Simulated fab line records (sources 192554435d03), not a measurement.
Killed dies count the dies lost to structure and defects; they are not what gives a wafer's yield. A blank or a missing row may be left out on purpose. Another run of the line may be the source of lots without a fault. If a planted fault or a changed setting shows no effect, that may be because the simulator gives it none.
What tool caused it? -- flow n5Finfet -- 12 lots with 33 wafers sampled at 4 steps, on a route of 1938 steps

WHAT THE GAUGES SHOWED, per wafer
The record lacks any reading of a measuring or inspecting step that a usual standard deviation could be used to judge.

EACH LOT AND THE TOOL THAT RAN IT (in order: tool; ch and the chambers of the sampled wafers; start)
lot,N5_MOL_CONTACT_COAG_STRIP_98,N5_MOL_CONTACT_COAG_ALD_20,N5_MOL_CONTACT_COAG_CO_FILL_22,N5_MOL_CONTACT_COAG_ANNEAL_113
L960,"rieDiel-01 ch 0,1, day 5 05:35","aldMetal-01 ch 0,1,2, day 5 06:31","cvdCo-01 ch 0,2, day 5 08:02","rtpAnneal-01 ch 0, day 5 08:38"
L961,"rieDiel-02 ch 0,1,2, day 5 11:12","aldMetal-01 ch 1,2, day 5 12:14","cvdCo-01 ch 0,1,2, day 5 15:53","rtpAnneal-01 ch 0, day 5 16:47"
L962,"rieDiel-04 ch 1,3, day 5 15:36","aldMetal-01 ch 0,3, day 5 16:16","cvdCo-02 ch 0,1, day 5 17:16","rtpAnneal-02 ch 0, day 5 17:53"
L963,"rieDiel-02 ch 1,2, day 5 22:00","aldMetal-01 ch 1,3, day 6 00:23","cvdCo-01 ch 0,1, day 6 01:45","rtpAnneal-02 ch 0, day 6 02:22"
L965,"rieDiel-01 ch 2,3, day 6 13:18","aldMetal-01 ch 1,3, day 6 14:11","cvdCo-01 ch 1,2, day 6 15:03","rtpAnneal-01 ch 0, day 6 15:40"
L975,"rieDiel-04 ch 1,2,3, day 8 21:50","aldMetal-03 ch 0,2,3, day 8 22:48","cvdCo-01 ch 0,1,2, day 9 01:49","rtpAnneal-02 ch 0, day 9 02:35"
L976,"rieDiel-02 ch 0,1,3, day 9 03:20","aldMetal-01 ch 0,2,3, day 9 04:33","cvdCo-02 ch 0,1,2, day 9 05:56","rtpAnneal-02 ch 0, day 9 06:35"
L977,"rieDiel-04 ch 1,2, day 9 08:41","aldMetal-01 ch 0,3, day 9 10:02","cvdCo-01 ch 0,1,2, day 9 11:08","rtpAnneal-02 ch 0, day 9 11:53"
L978,"rieDiel-02 ch 0,1,3, day 9 16:43","aldMetal-04 ch 0,1,3, day 9 17:57","cvdCo-01 ch 0,1, day 9 19:47","rtpAnneal-02 ch 0, day 9 20:24"
L979,"rieDiel-01 ch 1,2, day 10 04:05","aldMetal-03 ch 2,3, day 10 04:48","cvdCo-02 ch 0,1,2, day 10 07:34","rtpAnneal-01 ch 0, day 10 08:20"
L980,"rieDiel-04 ch 2,3, day 10 04:58","aldMetal-01 ch 0,1,3, day 10 05:56","cvdCo-01 ch 0,1, day 10 07:44","rtpAnneal-02 ch 0, day 10 08:43"
L981,"rieDiel-01 ch 1,2, day 10 17:29","aldMetal-01 ch 2,3, day 10 18:13","cvdCo-01 ch 1,2, day 10 19:20","rtpAnneal-01 ch 0, day 10 20:07"
- N5_MOL_CONTACT_COAG_STRIP_98: strips in N2/H2.
- N5_MOL_CONTACT_COAG_ALD_20: deposits TiN, target thk 1.5 nm, pulse time 1 s, purge time 3 s.
- N5_MOL_CONTACT_COAG_CO_FILL_22: material Co, precursor CCTBA/H2, target thk 20 nm.
- N5_MOL_CONTACT_COAG_ANNEAL_113: time 300 s.

AS READ BY THE TOOLS THEMSELVES (means over the sampled wafers that have a number; for cases with no such wafer, the mark the record gives instead)
N5_MOL_CONTACT_COAG_STRIP_98. Usual: drypumpMotorCurrentA 5.6 A, standard deviation 0.4; oesProductAu 0.79 a.u., standard deviation 0.062; rfVppV 54.3 V, standard deviation 1.5; showerheadPlenumPTorr 3.35 Torr, standard deviation 0.12; tempC 39.98 C, standard deviation 0.12; throttleValvePct 19.0 %, standard deviation 0.33.
lot,tool,drypumpMotorCurrentA (A),oesProductAu (a.u.),rfVppV (V),showerheadPlenumPTorr (Torr),tempC (C),throttleValvePct (%),flag
L960,rieDiel-01,6.1,0.80,54.3,3.23,39.99,18.6,
L961,rieDiel-02,5.7,0.79,54.2,3.39,39.99,19.1,
L962,rieDiel-04,5.8,0.76,55.5,3.43,39.97,19.1,
L963,rieDiel-02,5.5,0.80,55.5,3.47,40.05,19.1,
L965,rieDiel-01,5.5,0.79,53.2,3.33,39.86,19.0,
L975,rieDiel-04,5.4,0.80,53.8,3.43,40.05,19.2,
L976,rieDiel-02,5.4,0.79,54.1,3.34,39.99,19.1,
L977,rieDiel-04,5.1,0.85,55.8,3.43,40.01,19.2,
L978,rieDiel-02,5.4,0.79,54.5,3.34,39.98,19.1,
L979,rieDiel-01,5.7,0.78,54.0,3.28,39.98,18.6,
L980,rieDiel-04,5.1,0.82,55.3,3.46,40.00,19.4,
L981,rieDiel-01,5.7,0.77,53.9,3.27,40.03,18.6,

N5_MOL_CONTACT_COAG_ALD_20. Usual: heaterPowerW 885 W, standard deviation 140; precursorPulseHeightRel 0.999, standard deviation 0.019.
lot,tool,heaterPowerW (W),precursorPulseHeightRel,flag
L960,aldMetal-01,810,0.999,
L961,aldMetal-01,842,1.009,
L962,aldMetal-01,989,1.002,
L963,aldMetal-01,974,0.998,
L965,aldMetal-01,962,0.990,
L975,aldMetal-03,861,1.021,
L976,aldMetal-01,959,1.013,
L977,aldMetal-01,1051,1.004,
L978,aldMetal-04,867,1.004,
L979,aldMetal-03,828,1.004,
L980,aldMetal-01,916,1.004,
L981,aldMetal-01,979,1.010,

N5_MOL_CONTACT_COAG_CO_FILL_22. Usual: heaterPowerW reads 237 W (standard deviation 9.3).
lot,tool,heaterPowerW (W),flag
L960,cvdCo-01,226,
L961,cvdCo-01,235,
L962,cvdCo-02,240,
L963,cvdCo-01,242,
L965,cvdCo-01,232,
L975,cvdCo-01,231,
L976,cvdCo-02,243,
L977,cvdCo-01,238,
L978,cvdCo-01,240,
L979,cvdCo-02,241,
L980,cvdCo-01,240,
L981,cvdCo-01,232,

N5_MOL_CONTACT_COAG_ANNEAL_113. Usual: lampPowerPct 2.59 %, standard deviation 0.095; wafer_temp_C_max 401.5, standard deviation 0.39.
lot,tool,lampPowerPct (%),wafer_temp_C_max,flag
L960,rtpAnneal-01,2.69,401.9,
L961,rtpAnneal-01,2.69,401.5,
L962,rtpAnneal-02,2.50,401.2,
L963,rtpAnneal-02,2.50,401.8,
L965,rtpAnneal-01,2.69,401.4,
L975,rtpAnneal-02,2.50,401.8,
L976,rtpAnneal-02,2.50,401.3,
L977,rtpAnneal-02,2.50,401.8,
L978,rtpAnneal-02,2.50,401.8,
L979,rtpAnneal-01,2.69,401.1,
L980,rtpAnneal-02,2.50,401.1,
L981,rtpAnneal-01,2.69,401.2,

THE ANSWER, worked out from the rows above alone
Rule: a lot is off if the mean of its wafers that have a number lies more than 3 standard deviations from the usual mean. Also off: a lot with no number at a reading for which 4 or more lots have one. Any other lot the step has rows for is counted as sound. After the gauges, taken in route order, come the tools' own readings; for these a lot's mean is taken, as printed above. At the first step where some lot is off, the reading lying furthest off is the one used; lots without a number count as furthest.
None of the lots is off at any reading shown; this tells nothing.

WHAT HAD BEEN PUT IN BY THE SIMULATOR
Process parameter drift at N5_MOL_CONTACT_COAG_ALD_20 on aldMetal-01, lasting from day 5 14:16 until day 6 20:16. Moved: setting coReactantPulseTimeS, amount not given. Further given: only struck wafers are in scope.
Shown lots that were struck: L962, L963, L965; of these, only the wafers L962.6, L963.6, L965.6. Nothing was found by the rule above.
